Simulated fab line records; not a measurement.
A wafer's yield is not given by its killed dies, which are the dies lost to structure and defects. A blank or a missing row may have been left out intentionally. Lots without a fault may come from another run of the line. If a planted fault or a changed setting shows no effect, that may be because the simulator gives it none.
Lot-split experiment + flow n5 finfet + 39 wafers read from 7 lots, route of 1938 steps

ABOUT THE SPLIT
At N5_SPACER0_ALD_07 (deposits SiNx, target thk 2 nm), the setting target thk a was moved away from the recipe's 20 angstrom on 15 of the 39 wafers read, by -44.2% to +35.3%. The other wafers ran this setting at the recipe's value.

The reading comes from the split's own step.

THE READING
SiNx_of_SPACER0_ALD_07.thk nm (the simulator's own value, which no gauge read), in nm, at N5_SPACER0_ALD_07 (deposits SiNx, target thk 2 nm). The file does not state a usual value for it.

| wafer  | tool, chamber at the split | target thk a as run, angstrom | against the recipe | SiNx_of_SPACER0_ALD_07.thk nm, nm | against lot-mates on the recipe |
|--------|----------------------------|-------------------------------|--------------------|-----------------------------------|---------------------------------|
| L074.1 | ald sin-03, 0,2,3,1,1,2    | 20                            | recipe             | 2                                 | -                               |
| L074.2 | ald sin-03, 0,2,3,1,1,2    | 20                            | recipe             | 2                                 | -                               |
| L074.3 | ald sin-03, 0,2,3,1,1,2    | 20                            | recipe             | 2                                 | -                               |
| L074.4 | ald sin-03, 0,2,3,1,1,2    | 20                            | recipe             | 2                                 | -                               |
| L074.5 | ald sin-03, 0,2,3,1,1,2    | 20                            | recipe             | 2                                 | -                               |
| L074.6 | ald sin-03, 0,2,3,1,1,2    | 20                            | recipe             | 2                                 | -                               |
| L083.1 | ald sin-03, 2,1,0          | 20                            | recipe             | 2                                 | -                               |
| L083.2 | ald sin-03, 2,1,0          | 20                            | recipe             | 2                                 | -                               |
| L083.5 | ald sin-03, 2,1,0          | 20                            | recipe             | 2                                 | -                               |
| L083.3 | ald sin-03, 3,0,1          | 27.06                         | +35.3%             | 2.6                               | +0.6                            |
| L083.4 | ald sin-03, 3,0,1          | 27.06                         | +35.3%             | 2.6                               | +0.6                            |
| L083.6 | ald sin-03, 3,0,1          | 27.06                         | +35.3%             | 2.6                               | +0.6                            |
| L084.1 | ald sin-01, 0,3,0          | 20                            | recipe             | 2                                 | -                               |
| L084.4 | ald sin-01, 0,3,0          | 20                            | recipe             | 2                                 | -                               |
| L084.6 | ald sin-01, 0,3,0          | 20                            | recipe             | 2                                 | -                               |
| L084.2 | ald sin-01, 2,1,1          | 11.15                         | -44.2%             | 1.2                               | -0.8                            |
| L084.3 | ald sin-01, 2,1,1          | 11.15                         | -44.2%             | 1.2                               | -0.8                            |
| L084.5 | ald sin-01, 2,1,1          | 11.15                         | -44.2%             | 1.2                               | -0.8                            |
| L094.1 | ald sin-01, 1,2,3          | 12.66                         | -36.7%             | 1.2                               | -0.8                            |
| L094.3 | ald sin-01, 1,2,3          | 12.66                         | -36.7%             | 1.2                               | -0.8                            |
| L094.4 | ald sin-01, 1,2,3          | 12.66                         | -36.7%             | 1.2                               | -0.8                            |
| L094.2 | ald sin-01, 0,0,3          | 20                            | recipe             | 2                                 | -                               |
| L094.5 | ald sin-01, 0,0,3          | 20                            | recipe             | 2                                 | -                               |
| L094.6 | ald sin-01, 0,0,3          | 20                            | recipe             | 2                                 | -                               |
| L095.1 | ald sin-01, 1,0,1          | 26.34                         | +31.7%             | 2.6                               | +0.6                            |
| L095.3 | ald sin-01, 1,0,1          | 26.34                         | +31.7%             | 2.6                               | +0.6                            |
| L095.5 | ald sin-01, 1,0,1          | 26.34                         | +31.7%             | 2.6                               | +0.6                            |
| L095.2 | ald sin-01, 2,3,0          | 20                            | recipe             | 2                                 | -                               |
| L095.4 | ald sin-01, 2,3,0          | 20                            | recipe             | 2                                 | -                               |
| L095.6 | ald sin-01, 2,3,0          | 20                            | recipe             | 2                                 | -                               |
| L096.2 | ald sin-01, 3,1,2          | 20                            | recipe             | 2                                 | -                               |
| L096.3 | ald sin-01, 3,1,2          | 20                            | recipe             | 2                                 | -                               |
| L096.4 | ald sin-01, 3,1,2          | 20                            | recipe             | 2                                 | -                               |
| L097.1 | ald sin-01, 3,0,3          | 20                            | recipe             | 2                                 | -                               |
| L097.4 | ald sin-01, 3,0,3          | 20                            | recipe             | 2                                 | -                               |
| L097.6 | ald sin-01, 3,0,3          | 20                            | recipe             | 2                                 | -                               |
| L097.2 | ald sin-01, 2,1,2          | 16.96                         | -15.2%             | 1.6                               | -0.4                            |
| L097.3 | ald sin-01, 2,1,2          | 16.96                         | -15.2%             | 1.6                               | -0.4                            |
| L097.5 | ald sin-01, 2,1,2          | 16.96                         | -15.2%             | 1.6                               | -0.4                            |
If several chambers appear in one row, that row covers several wafers at once and the file leaves open which wafer was in which chamber.

FIT RESULTS
A straight line over all 39 wafers: SiNx_of_SPACER0_ALD_07.thk nm changes by +0.0191 nm for each +1% of target thk a; r = +0.99; the points scatter about the line by 0.045 nm.
The same after taking each lot's own level away (the mean of its wafers on the recipe; 39 wafers): +0.0191 nm for each +1%; r = +0.99; scatter 0.045 nm.
That fit puts the effect of the largest move of target thk a on the reading at 0.84 nm.
The lots' own levels span 2.00 to 2.00 nm.
Consequently the slope shifts little with the lot-to-lot level, the two slopes agreeing.
Check: -0.873 nm against its lot-mates is what the line predicts for one of the wafers moved furthest among these (-44.2%) when that wafer is left out of the fit. It came out at -0.8 nm against them.

ADDITIONAL SPLITS CARRIED BY THESE WAFERS
Note: prior to the reading, these wafers also went through further splits. Each is held against what the fit with the lots' levels taken away leaves over:
| other split on the same wafers     | wafers away from the commonest value | r with SiNx_of_SPACER0_ALD_07.thk nm (lot level and that fit taken away) |
|------------------------------------|--------------------------------------|--------------------------------------------------------------------------|
| N5_ZERO_LAYER_PECVD_02 time s      | 15                                   | -0.35                                                                    |
| N5_FIN_SAQP_HM_DEP_03 target thk a | 15                                   | -0.20                                                                    |

FILE'S OWN FIT
SiNx_of_SPACER0_ALD_07.thk nm changes by +0.0192 nm for each +1% of target thk a, r = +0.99.
